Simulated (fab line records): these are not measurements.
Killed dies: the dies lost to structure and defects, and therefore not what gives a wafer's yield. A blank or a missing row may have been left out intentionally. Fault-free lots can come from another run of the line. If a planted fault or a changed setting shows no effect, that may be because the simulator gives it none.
fab line records ; flow n5Finfet ; part 1 of 2: steps 1 to 4 of 6
record: lots: 20; wafers: 60; lastDay: 17
route steps=1938 shown FIN_SAQP@143 FIN_CUT@164 STI_FIN_REVEAL@189
lots untouched by any fault: they come from a run of this same line in which no faults occurred
startH: the number of hours between the record's first day and the start of the first shown wafer of the lot ; waitH: how many hours have passed since the lot's step before this one ; " repeats the value in the row above ; L1.1+2: one row covering several wafers at once ; - no value, or no start given ; * or withheld: withheld ; < > ~ a bound
route shown NAME@n: a module of which the file shows steps, and the number in the route of the first ; usual: mean/standard deviation taken from wafers without a fault ; same: alike in all rows ; chamber/n: place in a boat ; sites: each site's reading ; _std_site: the standard deviation of these ; _edge_site: mean of outer sites minus mean of inner sites ; radiusMm: for every site, how far away it sits from the centre of the wafer ; mask NAME#n: copy n ; behind: the most recent tool/chamber to have shaped the wafer ; hold: the reason the lot was held/the length of the hold in hours/how it ended ; device: transistor that didn't switch, given as n, p or np ; end of line: tests of these same wafers at the route's end ; for a step that has no rows: nothing shown but its recipe ; killed: dies lost to structure and defects at the first sort, not the wafer's yield ; map: shows each die of a wafer: x if killed, . if not, _ if none is there
set.NAME: setting as actually run; set.NAME@STEP: the setting as run at that earlier step ; model.NAME: the simulator's own value behind a step, which no gauge read
one table for each step of the route and one row for each wafer, over a sample of lots
services: a tool's chamber out of use, with start hour (startH, from the record's first day; less than 0 if before it), hours out, and reason
== steps ==
step: N5_FIN_SAQP_ETCH_34
recipe: chemistry: C4F6/O2; target: SiO2; targetDepthA: 450; timeS: 15; ionEnergyEv: 250; pressureMtorr: 30; sourceW: 345; biasW: 185; Ar_flow_sccm: 300; C4F6_flow_sccm: 10; O2_flow_sccm: 10; ends: cleared
usual: drypumpMotorCurrentA: 5.7/0.46; etchRfOnTimeS: 14.96/0.17; mfcArSccm: 300.0/1; oesProductAu: 0.67/0.064; rfVppV: 663/6.2; showerheadPlenumPTorr: 2.88/0.1; throttleValvePct: 21.10/0.2
lot.wafer;tool;chamber;startH;waitH;drypumpMotorCurrentA;etchRfOnTimeS;mfcArSccm;oesProductAu;rfHoursCounterH;rfVppV;showerheadPlenumPTorr;throttleValvePct
L074.2;rieDiel-06;0;27.40;0.0;5.7;14.95;301.3;0.59;231;667;2.80;21.16
L074.3;rieDiel-06;3;27.40;0.0;6.4;14.99;299.3;0.70;78;665;2.87;21.23
L074.4;rieDiel-06;2;27.40;0.0;5.4;14.84;301.4;0.67;122;663;2.97;21.36
L078.1;rieDiel-01;2;50.22;0.0;5.0;15.13;300.3;0.63;188;658;2.94;21.37
L078.4;rieDiel-01;3;50.22;0.0;6.2;14.95;298.5;0.70;84;671;2.98;20.95
L078.5;rieDiel-01;1;50.22;0.0;5.6;14.75;299.0;0.83;-;674;3.03;20.79
L079.1;rieDiel-01;1;55.60;0.0;5.6;14.64;298.8;0.82;6;675;3.03;20.79
L079.3;rieDiel-01;0;55.60;0.0;5.6;15.08;301.7;0.67;130;657;2.75;21.26
L079.5;rieDiel-01;0;55.60;0.0;5.6;15.26;300.1;0.66;-;658;2.76;21.25
L080.2;rieDiel-06;1;62.68;0.0;5.0;15.07;299.9;0.59;233;659;2.81;21.21
L080.5;rieDiel-06;1;62.68;0.0;5.0;15.10;298.6;0.58;-;657;2.81;21.21
L080.6;rieDiel-06;0;62.68;0.0;5.8;14.90;299.8;0.59;-;667;2.80;21.17
L081.1;rieDiel-02;3;69.71;0.0;5.9;14.85;298.2;0.68;96;671;2.77;20.88
L081.2;rieDiel-02;2;69.71;0.0;6.1;14.87;301.4;0.71;69;667;3.01;20.88
L081.3;rieDiel-02;0;69.71;0.0;5.5;15.22;298.4;0.60;218;654;2.71;21.03
L082.1;rieDiel-01;1;73.62;0.0;5.6;14.67;300.4;0.80;12;672;3.02;20.80
L082.3;rieDiel-01;0;73.62;0.0;5.6;15.01;301.7;0.67;137;657;2.75;21.28
L082.5;rieDiel-01;3;73.62;0.0;6.2;14.68;301.3;0.70;-;670;2.98;20.96
L083.2;rieDiel-06;3;80.60;0.0;6.4;14.83;299.5;0.69;95;665;2.87;21.28
L083.5;rieDiel-06;0;80.60;0.0;5.7;15.03;299.6;0.58;-;666;2.79;21.20
L083.6;rieDiel-06;1;80.60;0.0;5.0;15.21;299.0;0.57;-;658;2.81;21.21
L084.1;rieDiel-02;1;85.67;0.0;6.5;14.91;300.5;0.62;185;657;2.93;21.03
L084.3;rieDiel-02;0;85.67;0.0;5.5;15.16;300.0;0.60;224;655;2.70;21.03
L084.6;rieDiel-02;3;85.67;0.0;5.9;14.91;300.7;0.67;-;669;2.77;20.90
L085.2;rieDiel-01;3;93.21;0.0;6.2;14.96;299.4;0.68;99;672;2.98;20.95
L085.5;rieDiel-01;3;93.21;0.0;6.2;15.12;300.1;0.67;-;671;2.97;20.95
L085.6;rieDiel-01;2;93.21;0.0;5.0;15.20;299.3;0.61;-;656;2.94;21.40
L086.3;rieDiel-01;3;99.80;0.0;6.2;14.95;300.7;0.68;101;669;2.97;20.97
L086.4;rieDiel-01;2;99.80;0.0;5.1;15.13;299.2;0.61;208;657;2.93;21.38
L086.5;rieDiel-01;0;99.80;0.0;5.7;15.10;299.3;0.65;-;657;2.75;21.29
L087.1;rieDiel-01;2;104.52;0.0;5.0;15.17;300.1;0.60;210;655;2.93;21.38
L087.4;rieDiel-01;0;104.52;0.0;5.6;15.22;300.9;0.65;148;657;2.75;21.28
L087.5;rieDiel-01;0;104.52;0.0;5.7;15.31;301.2;0.64;-;657;2.75;21.28
L088.2;rieDiel-01;2;109.46;0.0;5.0;14.93;301.3;0.61;212;657;2.93;21.39
L088.3;rieDiel-01;0;109.46;0.0;5.7;15.01;299.2;0.65;150;657;2.75;21.28
L088.5;rieDiel-01;2;109.46;0.0;5.0;14.97;299.5;0.61;-;659;2.93;21.39
L089.1;rieDiel-01;0;115.48;0.0;5.6;15.14;298.4;0.65;152;656;2.75;21.28
L089.2;rieDiel-01;2;115.48;0.0;5.0;15.08;300.0;0.61;214;657;2.93;21.41
L089.4;rieDiel-01;3;115.48;0.0;6.2;14.75;300.5;0.68;107;671;2.97;20.99
L090.1;rieDiel-02;0;122.04;0.0;5.5;15.08;301.1;0.59;234;654;2.70;21.06
L090.2;rieDiel-02;3;122.04;0.0;5.9;14.86;300.5;0.66;116;669;2.76;20.92
L090.3;rieDiel-02;1;122.04;0.0;6.5;14.90;299.3;0.62;200;658;2.93;21.07
L092.4;rieDiel-01;0;134.87;0.0;5.6;15.19;301.1;0.64;159;656;2.74;21.30
L092.5;rieDiel-01;1;134.87;0.0;5.6;14.81;300.5;0.76;-;672;3.01;20.82
L092.6;rieDiel-01;2;134.87;0.0;5.1;15.20;299.7;0.60;-;658;2.93;21.39
L093.1;rieDiel-06;3;141.17;0.0;6.4;14.91;301.0;0.67;121;663;2.86;21.30
L093.4;rieDiel-06;1;141.17;0.0;5.0;15.14;299.5;0.81;5;657;2.80;20.86
L093.6;rieDiel-06;1;141.17;0.0;5.0;15.15;300.7;0.80;-;657;2.80;20.88
L094.1;rieDiel-02;1;147.93;0.0;6.5;14.81;299.8;0.61;210;657;2.92;21.09
L094.2;rieDiel-02;0;147.93;0.0;5.5;15.04;301.7;0.58;242;654;2.70;21.05
L094.3;rieDiel-02;2;147.93;0.0;6.1;14.86;299.9;0.68;99;667;2.99;20.94
L095.1;rieDiel-02;2;152.20;0.0;6.2;14.86;300.5;0.68;100;666;2.99;20.94
L095.2;rieDiel-02;3;152.20;0.0;5.9;14.89;300.0;0.65;127;669;2.76;20.93
L095.3;rieDiel-02;0;152.20;0.0;5.5;15.10;300.9;0.59;244;654;2.70;21.06
L096.1;rieDiel-06;2;158.11;0.0;5.4;14.94;298.9;0.63;168;662;2.95;21.43
L096.3;rieDiel-06;0;158.11;0.0;5.7;14.65;299.8;0.80;16;664;2.79;20.83
L096.4;rieDiel-06;3;158.11;0.0;6.4;15.02;299.2;0.66;126;662;2.85;21.33
L097.1;rieDiel-01;2;164.20;0.0;5.0;15.08;299.3;0.60;232;655;2.92;21.42
L097.3;rieDiel-01;0;164.20;0.0;5.6;15.32;299.0;0.63;172;657;2.74;21.30
L097.6;rieDiel-01;0;164.20;0.0;5.7;15.23;299.2;0.64;-;657;2.74;21.32
step: N5_FIN_CUT_OVL_MEAS_09
recipe: pointsPerWafer: 522
usual: FIN_CUT_OVL: -0.1/0.62
lot.wafer;tool;chamber;startH;waitH;FIN_CUT_OVL[nm]
L074.2;overlay-01;0;28.33;0.0;0.4
L074.3;overlay-01;0;28.33;0.0;-0.8
L074.4;overlay-01;0;28.33;0.0;-0.2
L078.1;overlay-01;0;51.02;0.0;0.4
L078.4;overlay-01;0;51.02;0.0;-0.9
L078.5;overlay-01;0;51.02;0.0;-0.5
L079.1;overlay-01;0;56.40;0.0;-0.1
L079.3;overlay-01;0;56.40;0.0;0.2
L079.5;overlay-01;0;56.40;0.0;-0.2
L080.2;overlay-01;0;63.49;0.0;-0.1
L080.5;overlay-01;0;63.49;0.0;-0.2
L080.6;overlay-01;0;63.49;0.0;-0.1
L081.1;overlay-02;0;70.51;0.0;-0.9
L081.2;overlay-02;0;70.51;0.0;-0.2
L081.3;overlay-02;0;70.51;0.0;-1.0
L082.1;overlay-02;0;74.41;0.0;-0.5
L082.3;overlay-02;0;74.41;0.0;-0.4
L082.5;overlay-02;0;74.41;0.0;0.4
L083.2;overlay-01;0;85.98;0.0;-0.5
L083.5;overlay-01;0;85.98;0.0;0.1
L083.6;overlay-01;0;85.98;0.0;-0.4
L084.1;overlay-01;0;86.47;0.0;-0.3
L084.3;overlay-01;0;86.47;0.0;-0.2
L084.6;overlay-01;0;86.47;0.0;-1.0
L085.2;overlay-01;0;94.08;0.0;0.1
L085.5;overlay-01;0;94.08;0.0;-0.4
L085.6;overlay-01;0;94.08;0.0;0.9
L086.3;overlay-01;0;100.62;0.0;0.1
L086.4;overlay-01;0;100.62;0.0;0.5
L086.5;overlay-01;0;100.62;0.0;0.2
L087.1;overlay-02;0;105.32;0.0;0.3
L087.4;overlay-02;0;105.32;0.0;0.1
L087.5;overlay-02;0;105.32;0.0;-0.1
L088.2;overlay-02;0;110.39;0.0;0.0
L088.3;overlay-02;0;110.39;0.0;0.2
L088.5;overlay-02;0;110.39;0.0;-0.3
L089.1;overlay-01;0;116.40;0.0;-0.3
L089.2;overlay-01;0;116.40;0.0;-0.2
L089.4;overlay-01;0;116.40;0.0;-1.0
L090.1;overlay-02;0;122.84;0.0;-0.8
L090.2;overlay-02;0;122.84;0.0;-0.9
L090.3;overlay-02;0;122.84;0.0;-0.3
L092.4;overlay-01;0;135.82;0.0;0.7
L092.5;overlay-01;0;135.82;0.0;-0.5
L092.6;overlay-01;0;135.82;0.0;-0.3
L093.1;overlay-01;0;142.10;0.0;0.0
L093.4;overlay-01;0;142.10;0.0;0.0
L093.6;overlay-01;0;142.10;0.0;-0.7
L094.1;overlay-02;0;148.73;0.0;0.4
L094.2;overlay-02;0;148.73;0.0;0.2
L094.3;overlay-02;0;148.73;0.0;0.2
L095.1;overlay-01;0;153.00;0.0;-1.0
L095.2;overlay-01;0;153.00;0.0;-0.1
L095.3;overlay-01;0;153.00;0.0;-0.8
L096.1;overlay-02;0;158.91;0.0;-0.9
L096.3;overlay-02;0;158.91;0.0;-0.5
L096.4;overlay-02;0;158.91;0.0;-1.0
L097.1;overlay-01;0;165.00;0.0;0.4
L097.3;overlay-01;0;165.00;0.0;0.1
L097.6;overlay-01;0;165.00;0.0;-2.1
step: N5_FIN_CUT_ETCH_30
recipe: chemistry: N2/H2; target: underlayer; targetDepthA: 130; maskMaterial: CAR-EUV; timeS: 10.4; ionEnergyEv: 200; pressureMtorr: 30; sourceW: 840; biasW: 150; n2FlowSccm: 200; h2FlowSccm: 200; ends: cleared
usual: drypumpMotorCurrentA: 5.7/0.48; etchRfOnTimeS: 10.34/0.2; oesProductAu: 0.70/0.076; rfVppV: 524.4/2.8; showerheadPlenumPTorr: 2.56/0.097; throttleValvePct: 17.82/0.22
lot.wafer;tool;chamber;startH;waitH;drypumpMotorCurrentA;etchRfOnTimeS;oesProductAu;rfHoursCounterH;rfVppV;showerheadPlenumPTorr;throttleValvePct
L074.2;rieDiel-04;1;28.52;0.0;5.4;10.14;0.83;4;522.0;2.49;18.14
L074.3;rieDiel-04;0;28.52;0.0;6.3;10.77;0.65;130;523.5;2.55;17.66
L074.4;rieDiel-04;2;28.52;0.0;4.8;10.30;0.66;133;527.4;2.66;17.59
L078.1;rieDiel-05;0;51.15;0.0;6.3;10.13;0.82;8;522.6;2.50;18.06
L078.4;rieDiel-05;2;51.15;0.0;5.5;10.34;0.79;26;529.5;2.71;17.79
L078.5;rieDiel-05;3;51.15;0.0;5.3;10.65;0.62;-;522.8;2.52;17.73
L079.1;rieDiel-05;0;56.53;0.0;6.3;10.01;0.82;10;521.0;2.50;18.06
L079.3;rieDiel-05;2;56.53;0.0;5.5;10.31;0.80;28;527.2;2.70;17.79
L079.5;rieDiel-05;2;56.53;0.0;5.5;10.27;0.80;-;528.1;2.70;17.78
L080.2;rieDiel-04;0;64.49;0.0;6.3;10.64;0.64;142;523.2;2.55;17.68
L080.5;rieDiel-04;3;64.49;0.0;6.0;10.12;0.66;-;522.6;2.44;17.79
L080.6;rieDiel-04;2;64.49;0.0;4.8;10.35;0.66;-;526.5;2.65;17.62
L081.1;rieDiel-04;2;70.64;0.0;4.8;10.38;0.65;146;526.1;2.65;17.63
L081.2;rieDiel-04;3;70.64;0.0;6.0;10.22;0.66;134;521.3;2.44;17.81
L081.3;rieDiel-04;1;70.64;0.0;5.4;10.14;0.79;16;522.5;2.49;18.16
L082.1;rieDiel-03;2;74.56;0.0;6.2;10.35;0.77;32;525.0;2.59;17.52
L082.3;rieDiel-03;2;74.56;0.0;6.2;10.32;0.77;-;524.4;2.59;17.51
L082.5;rieDiel-03;0;74.56;0.0;5.4;10.41;0.68;-;522.9;2.56;17.85
L083.2;rieDiel-04;2;86.10;0.0;4.8;10.32;0.64;151;526.8;2.65;17.62
L083.5;rieDiel-04;3;86.10;0.0;6.0;10.15;0.66;-;519.1;2.44;17.82
L083.6;rieDiel-04;2;86.10;0.0;4.8;10.27;0.65;-;527.0;2.65;17.62
L084.1;rieDiel-03;2;86.60;0.0;6.2;10.31;0.77;37;523.3;2.59;17.54
L084.3;rieDiel-03;3;86.60;0.0;6.1;10.38;0.57;273;521.3;2.39;18.45
L084.6;rieDiel-03;2;86.60;0.0;6.2;10.37;0.76;-;526.0;2.59;17.54
L085.2;rieDiel-05;2;94.27;0.0;5.4;10.36;0.76;41;529.9;2.70;17.83
L085.5;rieDiel-05;2;94.27;0.0;5.4;10.40;0.76;-;526.2;2.70;17.84
L085.6;rieDiel-05;1;94.27;0.0;5.3;10.17;0.79;-;527.9;2.71;17.59
L086.3;rieDiel-05;0;100.73;0.0;6.3;10.08;0.78;23;523.0;2.49;18.12
L086.4;rieDiel-05;2;100.73;0.0;5.4;10.39;0.76;43;528.0;2.70;17.81
L086.5;rieDiel-05;1;100.73;0.0;5.3;10.08;0.79;-;529.3;2.71;17.58
L087.1;rieDiel-03;0;105.45;0.0;5.4;10.48;0.66;124;522.3;2.55;17.91
L087.4;rieDiel-03;0;105.45;0.0;5.4;10.55;0.66;-;523.3;2.55;17.90
L087.5;rieDiel-03;2;105.45;0.0;6.2;10.56;0.73;-;524.8;2.59;17.55
L088.2;rieDiel-03;3;110.52;0.0;6.0;10.41;0.57;284;518.4;2.39;18.47
L088.3;rieDiel-03;0;110.52;0.0;5.4;10.34;0.67;126;525.1;2.55;17.90
L088.5;rieDiel-03;3;110.52;0.0;6.1;10.54;0.56;-;520.1;2.39;18.48
L089.1;rieDiel-04;1;116.92;0.0;5.4;10.15;0.76;30;521.7;2.48;18.16
L089.2;rieDiel-04;2;116.92;0.0;4.8;10.38;0.65;160;526.7;2.65;17.64
L089.4;rieDiel-04;3;116.92;0.0;6.0;10.26;0.64;147;520.3;2.44;17.81
L090.1;rieDiel-05;3;122.97;0.0;5.3;10.63;0.60;213;523.2;2.52;17.76
L090.2;rieDiel-05;1;122.97;0.0;5.3;10.19;0.78;37;528.3;2.70;17.59
L090.3;rieDiel-05;2;122.97;0.0;5.4;10.34;0.75;50;530.6;2.69;17.84
L092.4;rieDiel-03;1;135.94;0.0;6.0;10.36;0.63;174;519.4;2.42;17.80
L092.5;rieDiel-03;2;135.94;0.0;6.2;10.44;0.73;-;525.2;2.58;17.58
L092.6;rieDiel-03;1;135.94;0.0;6.0;10.40;0.63;-;522.6;2.42;17.82
L093.1;rieDiel-03;2;142.23;0.0;6.2;10.45;0.72;60;526.7;2.58;17.56
L093.4;rieDiel-03;3;142.23;0.0;6.0;10.33;0.84;3;528.6;2.72;17.98
L093.6;rieDiel-03;1;142.23;0.0;6.0;10.46;0.63;-;521.3;2.42;17.83
L094.1;rieDiel-04;1;148.86;0.0;5.3;10.15;0.73;41;522.6;2.48;18.18
L094.2;rieDiel-04;3;148.86;0.0;6.0;10.27;0.64;157;522.1;2.43;17.82
L094.3;rieDiel-04;0;148.86;0.0;6.3;10.65;0.63;166;525.5;2.54;17.73
L095.1;rieDiel-03;2;153.13;0.0;6.2;10.41;0.72;63;523.5;2.58;17.59
L095.2;rieDiel-03;0;153.13;0.0;5.4;10.46;0.65;142;524.0;2.55;17.91
L095.3;rieDiel-03;1;153.13;0.0;6.0;10.43;0.63;180;520.8;2.41;17.79
L096.1;rieDiel-03;0;159.03;0.0;5.4;10.56;0.64;144;523.7;2.55;17.91
L096.3;rieDiel-03;1;159.03;0.0;6.0;10.43;0.63;182;521.7;2.41;17.82
L096.4;rieDiel-03;2;159.03;0.0;6.2;10.47;0.71;64;526.3;2.58;17.56
L097.1;rieDiel-04;0;165.12;0.0;6.3;10.70;0.63;171;522.6;2.54;17.74
L097.3;rieDiel-04;1;165.12;0.0;5.4;10.04;0.74;46;522.6;2.48;18.19
L097.6;rieDiel-04;0;165.12;0.0;6.3;10.63;0.63;-;524.0;2.54;17.74
step: N5_FIN_CUT_ETCH_21
recipe: chemistry: N2/H2; target: SOC; targetDepthA: 2190; overetchA: 438; maskMaterial: SiARC; tempC: 40; ionEnergyEv: 100; biasW: 61; timeS: 523.5; pressureMtorr: 30; sourceW: 850; n2FlowSccm: 200; h2FlowSccm: 200
usual: drypumpMotorCurrentA: 5.7/0.48; oesProductAu: 0.75/0.076; rfVppV: 240.9/1.5; showerheadPlenumPTorr: 2.56/0.097; tempC: 40.00/0.13; throttleValvePct: 17.77/0.22
lot.wafer;tool;chamber;startH;waitH;drypumpMotorCurrentA;oesProductAu;rfHoursCounterH;rfVppV;showerheadPlenumPTorr;tempC;throttleValvePct
L074.2;rieDiel-04;1;28.58;0.0;5.4;0.87;4;239.8;2.49;40.01;18.08
L074.3;rieDiel-04;0;28.58;0.0;6.3;0.72;130;240.7;2.55;39.86;17.63
L074.4;rieDiel-04;2;28.58;0.0;4.8;0.71;133;241.6;2.66;40.09;17.56
L078.1;rieDiel-05;0;51.21;0.0;6.4;0.86;8;241.1;2.50;39.73;18.01
L078.4;rieDiel-05;2;51.21;0.0;5.4;0.85;26;242.6;2.71;39.91;17.74
L078.5;rieDiel-05;3;51.21;0.0;5.4;0.67;-;241.3;2.53;40.16;17.67
L079.1;rieDiel-05;0;56.58;0.0;6.3;0.86;10;240.3;2.50;40.07;18.02
L079.3;rieDiel-05;2;56.58;0.0;5.4;0.84;28;241.1;2.70;40.17;17.74
L079.5;rieDiel-05;2;56.58;0.0;5.4;0.84;-;242.8;2.70;39.94;17.75
L080.2;rieDiel-04;0;64.55;0.0;6.3;0.70;142;240.2;2.55;39.96;17.64
L080.5;rieDiel-04;3;64.55;0.0;6.0;0.71;-;239.3;2.44;39.78;17.74
L080.6;rieDiel-04;2;64.55;0.0;4.8;0.71;-;243.4;2.66;39.95;17.57
L081.1;rieDiel-04;2;70.70;0.0;4.8;0.69;146;242.1;2.65;40.11;17.56
L081.2;rieDiel-04;3;70.70;0.0;6.0;0.70;134;238.5;2.44;39.97;17.75
L081.3;rieDiel-04;1;70.70;0.0;5.4;0.83;16;239.4;2.49;40.24;18.10
L082.1;rieDiel-03;2;74.64;0.0;6.2;0.82;32;242.2;2.59;40.04;17.48
L082.3;rieDiel-03;2;74.64;0.0;6.2;0.82;-;241.9;2.59;39.95;17.47
L082.5;rieDiel-03;0;74.64;0.0;5.4;0.73;-;241.8;2.56;39.98;17.82
L083.2;rieDiel-04;2;86.16;0.0;4.8;0.69;151;242.1;2.65;40.09;17.58
L083.5;rieDiel-04;3;86.16;0.0;6.0;0.70;-;239.7;2.44;39.96;17.76
L083.6;rieDiel-04;2;86.16;0.0;4.8;0.70;-;240.5;2.65;40.01;17.58
L084.1;rieDiel-03;2;86.66;0.0;6.1;0.81;37;241.7;2.59;40.04;17.48
L084.3;rieDiel-03;3;86.66;0.0;6.1;0.61;273;238.7;2.39;40.13;18.42
L084.6;rieDiel-03;2;86.66;0.0;6.1;0.81;-;241.0;2.59;40.02;17.49
L085.2;rieDiel-05;2;94.32;0.0;5.5;0.83;41;242.0;2.70;40.13;17.77
L085.5;rieDiel-05;2;94.32;0.0;5.5;0.82;-;243.3;2.70;39.97;17.77
L085.6;rieDiel-05;1;94.32;0.0;5.4;0.84;-;241.5;2.71;40.09;17.54
L086.3;rieDiel-05;0;100.79;0.0;6.3;0.82;24;240.1;2.49;39.90;18.04
L086.4;rieDiel-05;2;100.79;0.0;5.4;0.82;43;243.7;2.70;40.10;17.78
L086.5;rieDiel-05;1;100.79;0.0;5.4;0.84;-;242.7;2.71;40.10;17.55
L087.1;rieDiel-03;0;105.51;0.0;5.4;0.72;124;241.9;2.55;40.00;17.86
L087.4;rieDiel-03;0;105.51;0.0;5.4;0.72;-;241.4;2.55;39.85;17.86
L087.5;rieDiel-03;2;105.51;0.0;6.2;0.81;-;240.2;2.59;39.83;17.50
L088.2;rieDiel-03;3;110.57;0.0;6.0;0.61;284;240.0;2.39;39.96;18.43
L088.3;rieDiel-03;0;110.57;0.0;5.4;0.71;126;239.8;2.55;40.31;17.86
L088.5;rieDiel-03;3;110.57;0.0;6.1;0.61;-;237.8;2.39;40.16;18.41
L089.1;rieDiel-04;1;116.98;0.0;5.4;0.80;30;240.3;2.48;39.95;18.13
L089.2;rieDiel-04;2;116.98;0.0;4.8;0.69;160;240.3;2.65;39.87;17.59
L089.4;rieDiel-04;3;116.98;0.0;6.0;0.69;147;240.5;2.44;40.02;17.77
L090.1;rieDiel-05;3;123.03;0.0;5.3;0.66;213;241.8;2.52;39.88;17.70
L090.2;rieDiel-05;1;123.03;0.0;5.3;0.82;37;242.1;2.70;40.07;17.56
L090.3;rieDiel-05;2;123.03;0.0;5.4;0.81;51;243.8;2.69;40.04;17.80
L092.4;rieDiel-03;1;135.99;0.0;6.0;0.68;174;238.9;2.42;40.08;17.77
L092.5;rieDiel-03;2;135.99;0.0;6.1;0.79;-;240.9;2.58;39.97;17.53
L092.6;rieDiel-03;1;135.99;0.0;6.0;0.69;-;240.5;2.42;39.99;17.76
L093.1;rieDiel-03;2;142.29;0.0;6.2;0.79;60;242.0;2.58;40.07;17.53
L093.4;rieDiel-03;3;142.29;0.0;6.1;0.90;3;243.0;2.72;39.93;17.91
L093.6;rieDiel-03;1;142.29;0.0;6.0;0.68;-;238.9;2.42;40.07;17.75
L094.1;rieDiel-04;1;148.92;0.0;5.3;0.78;41;240.0;2.48;40.03;18.14
L094.2;rieDiel-04;3;148.92;0.0;6.0;0.69;157;240.7;2.43;40.07;17.79
L094.3;rieDiel-04;0;148.92;0.0;6.3;0.69;166;241.5;2.54;39.80;17.69
L095.1;rieDiel-03;2;153.18;0.0;6.2;0.78;63;241.7;2.58;40.05;17.52
L095.2;rieDiel-03;0;153.18;0.0;5.4;0.70;142;241.2;2.55;39.94;17.87
L095.3;rieDiel-03;1;153.18;0.0;6.0;0.68;180;238.0;2.42;40.04;17.75
L096.1;rieDiel-03;0;159.09;0.0;5.4;0.70;144;242.2;2.55;40.14;17.89
L096.3;rieDiel-03;1;159.09;0.0;5.9;0.68;182;239.5;2.41;39.76;17.77
L096.4;rieDiel-03;2;159.09;0.0;6.1;0.77;64;240.6;2.58;40.23;17.52
L097.1;rieDiel-04;0;165.18;0.0;6.3;0.68;171;241.1;2.54;39.93;17.69
L097.3;rieDiel-04;1;165.18;0.0;5.4;0.79;46;238.3;2.48;39.88;18.14
L097.6;rieDiel-04;0;165.18;0.0;6.3;0.69;-;240.4;2.54;39.82;17.69
